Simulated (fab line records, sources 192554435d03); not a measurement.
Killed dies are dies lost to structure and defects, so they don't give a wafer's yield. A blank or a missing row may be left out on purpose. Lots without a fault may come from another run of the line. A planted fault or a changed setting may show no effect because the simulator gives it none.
A struck lot beside a sound one | flow n5_finfet | 40 steps out of a route of 1938
Sound: wafers L170.1, L170.3, L170.5. Struck: wafer L173.2. (L173.6 of the same lot was not struck and is left out.) The cause comes at the end.
At each step with rows: each side's tool, then ch and its chambers, then its first start. Under that, the readings that differ: sound wafers | struck wafers | difference of the means | sigmas: that difference in standard deviations of wafers without a fault.
alike: readings whose means differ by less than 2 such deviations, and words and numbers that are the same on both sides. not compared: withheld readings, readings that some wafer has no value for, bounds like >300 that may hide the same value, and numbers for which the record gives no deviation and whose values overlap.
The two part at a step that has a row with sigmas, a row that says differs or no value, or rows on one side only. Numbers that don't overlap but have no deviation are shown without sigmas and don't part them. A reading that every wafer of one side lacks parts them only if that side has two wafers or more.

first, 11 steps without rows for these wafers: N5_BEOL_M0_SAQP_SPACER1_ETCHBACK_99 (etches SiO2 in CHF3/O2, target depth 15.4 nm, time 7.7 s); N5_BEOL_M0_SAQP_MANDREL1_REMOVE_100 (chemistry HBr/Cl2/O2, target a-Si, stops on SiNx, bt time 10 s); N5_BEOL_M0_SAQP_ETCH_101 (etches SiNx in CH3F/O2, target depth 29.9 nm, time 42.7 s); N5_BEOL_M0_SAQP_ETCH_102 (etches SiO2 in CF4, target depth 4 nm, time 4.4 s); N5_BEOL_M0_SAQP_MANDREL_ETCH_103 (etches a-Si in HBr/Cl2, stops on SiCN, target depth 45 nm, bt time 10 s, time 27 s); N5_BEOL_M0_SAQP_RECESS_104 (chemistry HF/NH3, target SiO2, target depth 18 nm, afs cycles 3, sublimation time 60 s); N5_BEOL_M0_SAQP_COAT_105 (time 60 s, resist thk 100 nm); N5_BEOL_M0_SAQP_ETCH_106 (etches SOC in N2/H2, stops on SiNx, target depth 150 nm); N5_BEOL_M0_SAQP_ETCH_107 (etches SiNx in CH3F/O2, target depth 30 nm); N5_BEOL_M0_SAQP_STRIP_108 (strips in N2/H2); N5_BEOL_M0_SAQP_RECESS_109 (chemistry HF/NH3, target SiO2, target depth 3 nm, afs cycles 1, sublimation time 60 s).
N5_BEOL_M0_SAQP_SPACER2_ALD_26: deposits SiO2, target thk 15 nm, pulse time 1 s, purge time 2 s.
  sound on ald_sin-03 ch 0,1,3, day 8 15:35; struck on ald_sin-03 ch 0, day 9 14:50
  reading                                               | sound                | struck | difference | sigmas
  susceptor_temp_C (C)                                  | 300.02 299.73 299.84 | 300.27 | +0.41      | +2
  model.SiO2_of_BEOL_M0_SAQP_SPACER2_ALD_26.thk_nm (nm) | 15 15 15.2           | 6.4    | -8.7       |
  alike: heater_power_w, precursor_pulse_height_rel
then, 1 step without rows for these wafers: N5_BEOL_M0_SAQP_SPACER2_ETCHBACK_27 (etches SiO2 in CHF3/O2, target depth 22.5 nm, time 11.25 s).
N5_BEOL_M0_SAQP_MANDREL2_REMOVE_110: chemistry HBr/Cl2/O2, target a-Si, stops on SiCN, bt time 10 s.
  sound on rie_si-02 ch 0,1, day 8 16:13; struck on rie_si-03 ch 3, day 9 15:28
  reading                                               | sound             | struck | difference | sigmas
  drypump_motor_current_A (A)                           | 5.8 6.5 6.6       | 5.2    | -1.1       | -3
  oes_product_au (a.u.)                                 | 1.041 1.016 1.012 | 0.984  | -0.039     | -3
  model.BEOL_M0_SAQP.cd_nm (nm)                         | 15 15.2 15.2      | 6.4    | -8.7       |
  model.SiO2_of_BEOL_M0_SAQP_SPACER2_ALD_26.thk_nm (nm) | 10.6 10.6 10.6    | 2.8    | -7.8       |
  alike: he_backside_leak_sccm, oes_o_777_au, throttle_valve_pct
  not compared: rf_hours_counter_h
N5_BEOL_M0_SAQP_CD_MEAS_29: target cd 14.4 nm.
  sound on cd_sem-02 ch 0, day 8 16:20; struck on cd_sem-02 ch 0, day 9 15:35
  reading    | sound             | struck | difference | sigmas
  cd_nm (nm) | 15.12 15.14 15.28 | 6.01   | -9.17      | -44
then, 23 steps without rows for these wafers: N5_BEOL_M0_SAQP_COAT_69 (time 60 s, resist thk 90 nm); N5_BEOL_M0_SAQP_COAT_72 (time 60 s, resist thk 15 nm); N5_BEOL_M0_SAQP_COAT_87 (time 60 s, resist thk 5 nm); N5_BEOL_M0_SAQP_COAT_34 (resist thk 30 nm); N5_BEOL_M0_SAQP_EBR_36; N5_BEOL_M0_SAQP_SOFTBAKE_35 (time 60 s); N5_BEOL_M0_SAQP_EXPOSE_37 (exposes mask M0 CUT1, target cd 30 nm); N5_BEOL_M0_SAQP_PEB_38 (peb time 60 s); N5_BEOL_M0_SAQP_DEVELOP_39 (develop time 30 s); N5_BEOL_M0_SAQP_DESCUM_45 (chemistry O2, time 7 s); N5_BEOL_M0_SAQP_ETCH_88 (etches underlayer in N2/H2, target depth 6.5 nm, time 5.2 s); N5_BEOL_M0_SAQP_ETCH_73 (etches SiARC in CF4, target depth 19.5 nm, time 32.5 s); N5_BEOL_M0_SAQP_CUT_ETCH_46 (etches SOC in N2/H2, target depth 135 nm, overetch 27 nm, time 202.5 s); N5_BEOL_M0_SAQP_STRIP_74 (strips in N2/H2); N5_BEOL_M0_SAQP_STRIP_89 (strips in N2/H2); N5_BEOL_M0_SAQP_ALD_48 (deposits SiO2, target thk 20 nm, pulse time 1 s, co reactant pulse time 1 s); N5_BEOL_M0_SAQP_ETCH_49 (etches SiO2 in CF4/O2, target depth 37 nm); N5_BEOL_M0_SAQP_STRIP_75 (strips in CF4); N5_BEOL_M0_CUTY_COAT_50 (time 60 s, resist thk 15 nm); N5_BEOL_M0_CUTY_COAT_51 (resist thk 150 nm); N5_BEOL_M0_CUTY_EBR_52; N5_BEOL_M0_CUTY_SOFTBAKE_53 (time 60 s); N5_BEOL_M0_CUTY_EXPOSE_54 (exposes mask M0 ABLK).
N5_BEOL_M4_RC_MEAS_101:
  the record has rows for the sound wafers here (prober-02 ch 0, day 12 05:09) and none for the struck ones
-- the record jumps here: 8 days lie between the struck wafers' starts before and after (it left off in module BEOL_M4 and takes up again in module PASSIVATION, whose first step shown is number 1936 of the route) --
N5_PASSIVATION_PROBE_49:
  the record has rows for the struck wafers here (prober-02, day 17 08:44) and none for the sound ones

WHERE THEY PART
First at N5_BEOL_M0_SAQP_SPACER2_ALD_26; last, within this record, at N5_PASSIVATION_PROBE_49.

WHY: what the simulator had put in
Process parameter drift: ald_sin-03, from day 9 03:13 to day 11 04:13, at N5_BEOL_M0_SAQP_SPACER2_ALD_26. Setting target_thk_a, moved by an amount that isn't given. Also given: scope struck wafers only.
